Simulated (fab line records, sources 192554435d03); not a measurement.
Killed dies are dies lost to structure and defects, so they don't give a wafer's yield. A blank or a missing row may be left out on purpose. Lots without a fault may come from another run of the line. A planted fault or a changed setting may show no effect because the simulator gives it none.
Problem report in the 8D (eight disciplines) form, filled by code | flow n5_finfet | the parts of the form that need people (team, actions taken, sign-off) are left out

1. THE PROBLEM
trench_depth_nm at N5_BEOL_M6_OCD_MEAS_38 reads a mean of 87.5 nm on 6 wafers of 2 lots; wafers without a fault read 94.3 nm with a standard deviation of 1.2. That is -5.7 standard deviations from the usual mean.
First seen on wafer L902.3, day 14 17:44, on ocd-01. The record holds 24 wafers of 8 lots with a number at this step. Rule for "out", or "out of limits": more than 4 standard deviations from the usual mean. The other wafers with a number count as sound.

2. WHAT IT IS AND WHAT IT IS NOT
question                    | is                     | is not
which readings at this step | trench_depth_nm        | -
which lots                  | L901, L902             | L888, L895, L905, L909, L910, L911
which wafers of those lots  | all that have a number | -
read on which gauges        | ocd-01, ocd-02         | -
when                        | from day 14 17:44      | up to then (6 sound wafers); but 12 sound wafers of L905, L909, L910, L911 came after

3. SUSPECTS, AND WHAT RULES EACH OUT
Counting: a tool at a process step up to the reading stays a suspect if it ran every lot that is out and no sound lot after the first of them.
- the gauge at N5_BEOL_M6_OCD_MEAS_38: ruled out. The wafers that are out were read on 2 gauges (ocd-01, ocd-02).
- rie_diel-02 at N5_BEOL_M6_ETCH_72 (etches underlayer in N2/H2, target depth 6.5 nm, time 5.2 s): kept. It ran every lot that is out, first L902 (day 14 17:20), and no sound lot after that; its last sound lot up to then is L895 (day 13 02:50).
- rie_diel-02 at N5_BEOL_M6_ETCH_65 (etches SiARC in CF4, target depth 15.6 nm, time 26 s): kept. It ran every lot that is out, first L902 (day 14 17:21), and no sound lot after that; its last sound lot up to then is L895 (day 13 02:52).
- rie_diel-02 at N5_BEOL_M6_STRIP_36 (strips in N2/H2): kept. It ran every lot that is out, first L902 (day 14 17:32), and no sound lot after that; its last sound lot up to then is L895 (day 13 03:02).
- rie_diel-02 at N5_BEOL_M6_TRENCH_ETCH_37 (etches SiCOH lowk in C4F6/O2, target depth 94.435 nm, time 31.5 s): kept. It ran every lot that is out, first L902 (day 14 17:34), and no sound lot after that; its last sound lot up to then is L895 (day 13 03:05). Its own readings are out on those wafers: rf_fwd_power_W, rf_vpp_V.
Left after counting: rie_diel-02 at N5_BEOL_M6_ETCH_72, rie_diel-02 at N5_BEOL_M6_ETCH_65, rie_diel-02 at N5_BEOL_M6_STRIP_36, rie_diel-02 at N5_BEOL_M6_TRENCH_ETCH_37.

4. THE CAUSE (what the simulator had put in)
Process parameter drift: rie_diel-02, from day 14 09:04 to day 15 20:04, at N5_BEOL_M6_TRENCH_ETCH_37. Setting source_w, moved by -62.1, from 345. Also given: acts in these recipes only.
Counting left 4 suspects, and this tool is among them.

5. THE CHAIN OF EFFECTS, in route order
Each row: a reading whose mean over the struck wafers that have a number lies more than 3 standard deviations from the usual. Only readings for which the record gives a usual standard deviation are gone through. hours: the time from each lot's start at the first step in this table that gives one to its start at this step, as a median over the lots. sigmas: the change in usual standard deviations.
hours | step                      | reading         | usual        | on struck wafers | change | sigmas
0     | N5_BEOL_M6_TRENCH_ETCH_37 | rf_fwd_power_W  | 340.0 W      | 277.7            | -62.3  | -39
0     | N5_BEOL_M6_TRENCH_ETCH_37 | rf_vpp_V        | 667 V        | 743              | +76    | +16
0     | N5_BEOL_M6_OCD_MEAS_38    | trench_depth_nm | 94.3 nm      | 87.5             | -6.8   | -5.7
3     | N5_BEOL_M6_THK_MEAS_53    | M6_THK          | 80.3 nm      | 74.1             | -6.2   | -3.6
3     | N5_BEOL_M6_RS_MEAS_57     | M6_RS           | 0.287 ohm/sq | 0.314            | +0.027 | +3.8
The process steps in it:
- N5_BEOL_M6_TRENCH_ETCH_37: etches SiCOH lowk in C4F6/O2, target depth 94.435 nm, time 31.5 s.

6. WHAT WOULD HAVE CAUGHT IT SOONER
In this record the first reading out of limits at a measuring or inspecting step was taken at day 14 17:44, 9 hours after the fault began at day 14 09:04.
The tool's own readings at N5_BEOL_M6_TRENCH_ETCH_37 were out on every struck wafer that the step has a row for (rf_fwd_power_W, rf_vpp_V): an alarm limit on them would have fired on the first of those.
Of the lots that are out (2), L901 began N5_BEOL_M6_TRENCH_ETCH_37 on rie_diel-02 after day 14 17:44. A hold on the tool at that time would have spared it.
